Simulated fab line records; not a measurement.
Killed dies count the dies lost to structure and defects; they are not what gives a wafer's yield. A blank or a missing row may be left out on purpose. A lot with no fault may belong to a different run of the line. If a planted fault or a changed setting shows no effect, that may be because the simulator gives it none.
Lot-split experiment	flow n5-finfet	route with 1938 steps; 7 lots, 21 wafers read

## ON THE SPLIT
At N5_BEOL_M2_ETCH_74 (etches underlayer in N2/H2, target depth 6.5 nm, time 5.2 s), the setting source-w was moved away from the recipe's 840 W on 3 of the 21 wafers read, by +13.1% to +15.1%. The other wafers ran this setting at the recipe's value.

The split's own step is where the reading is taken.

## THE READING
rf-vpp-V, in V, at N5_BEOL_M2_ETCH_74 (etches underlayer in N2/H2, target depth 6.5 nm, time 5.2 s). A value of 524.7 V with a standard deviation of 2.6 V is what fault-free wafers of this fab line usually give.

wafer	tool, chamber at the split	source-w as run, W	against the recipe	rf-vpp-V, V	against lot-mates on the recipe
L076.2	rie-diel-04, 1	840	recipe	525.3	-
L076.4	rie-diel-04, 2	840	recipe	526.3	-
L076.5	rie-diel-04, 2	840	recipe	524.6	-
L082.1	rie-diel-01, 0	840	recipe	525.4	-
L082.2	rie-diel-01, 1	950	+13.1%	501.8	-23.6
L082.3	rie-diel-01, 2	950	+13.1%	503.7	-21.7
L086.2	rie-diel-04, 0	840	recipe	526.2	-
L086.5	rie-diel-04, 3	840	recipe	525.9	-
L086.6	rie-diel-04, 2	840	recipe	526.1	-
L087.2	rie-diel-01, 2	840	recipe	526.9	-
L087.3	rie-diel-01, 3	840	recipe	527.7	-
L087.6	rie-diel-01, 0	840	recipe	525.3	-
L088.4	rie-diel-01, 2	840	recipe	527.8	-
L088.5	rie-diel-01, 0	840	recipe	524.3	-
L088.6	rie-diel-01, 3	840	recipe	528.0	-
L089.1	rie-diel-04, 0	840	recipe	524.3	-
L089.5	rie-diel-04, 0	840	recipe	522.8	-
L089.6	rie-diel-04, 2	840	recipe	524.3	-
L091.3	rie-diel-02, 0	840	recipe	522.6	-
L091.4	rie-diel-02, 1	966.6	+15.1%	497.5	-24.4
L091.5	rie-diel-02, 2	840	recipe	521.2	-

THE FIT
A straight line over all 21 wafers: rf-vpp-V changes by -1.77 V for each +1% of source-w; r = -0.98; the points scatter about the line by 1.8 V.
The same after taking each lot's own level away (the mean of its wafers on the recipe; 21 wafers): -1.68 V for each +1%; r = -0.99; scatter 1 V.
That fit puts the effect of the largest move of source-w on the reading at 25 V.
The lots' own levels span 521.90 to 526.70 V, that is 1.8 times the standard deviation above.
The two slopes are in agreement: the lot-to-lot level therefore moves the slope only a little.
Check: for one of the wafers moved furthest among these (+15.1%), held out of the fit, the line's prediction against its lot-mates is -26.1 V. It came out at -24.4 V against them.
Tool readings at the split's step, against how far the setting was moved: etch-rf-on-time-s r = -0.88; rf-vpp-V r = -0.98.

## OTHER SPLITS APPLIED TO THESE WAFERS
These wafers also went through other splits before the reading. Each is held against what the fit with the lots' levels taken away leaves over:
other split on the same wafers	wafers away from the commonest value	r with rf-vpp-V (lot level and that fit taken away)
N5_GATE_CUT_ALD_22 ald-cycles	7	-0.15
N5_MOL_CONTACT_COAG_COAT_104 spin-rpm	8	+0.03
N5_MOL_CONTACT_COAG_ETCH_91 source-w	7	-0.14
N5_BEOL_M0_SAQP_ETCH_84 time-s	7	+0.12
N5_BEOL_M0_CUTY_DESCUM_61 time-s	6	+0.11
N5_BEOL_M0_ETCH_138 source-w	9	-0.26
N5_BEOL_M1_ILD_DEP_00 time-s	11	+0.01
N5_BEOL_M1_EXPOSE_08 dose-mj	7	-0.16
N5_BEOL_M2_COAT_62 spin-rpm	2	-0.27

## THE WHOLE CHAIN: every reading that the file lists as answering this split, in the file's order
step	what it does	reading	change (the file's fit)	r (the file's)
N5_BEOL_M2_ETCH_74	etches underlayer in N2/H2, target depth 6.5 nm, time 5.2 s	etch-rf-on-time-s	withheld for each +1% of the setting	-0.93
N5_BEOL_M2_ETCH_74	etches underlayer in N2/H2, target depth 6.5 nm, time 5.2 s	rf-vpp-V	-1.67 V for each +1% of the setting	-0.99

## THE FILE'S OWN FIT
rf-vpp-V changes by -1.67 V for each +1% of source-w, r = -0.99.
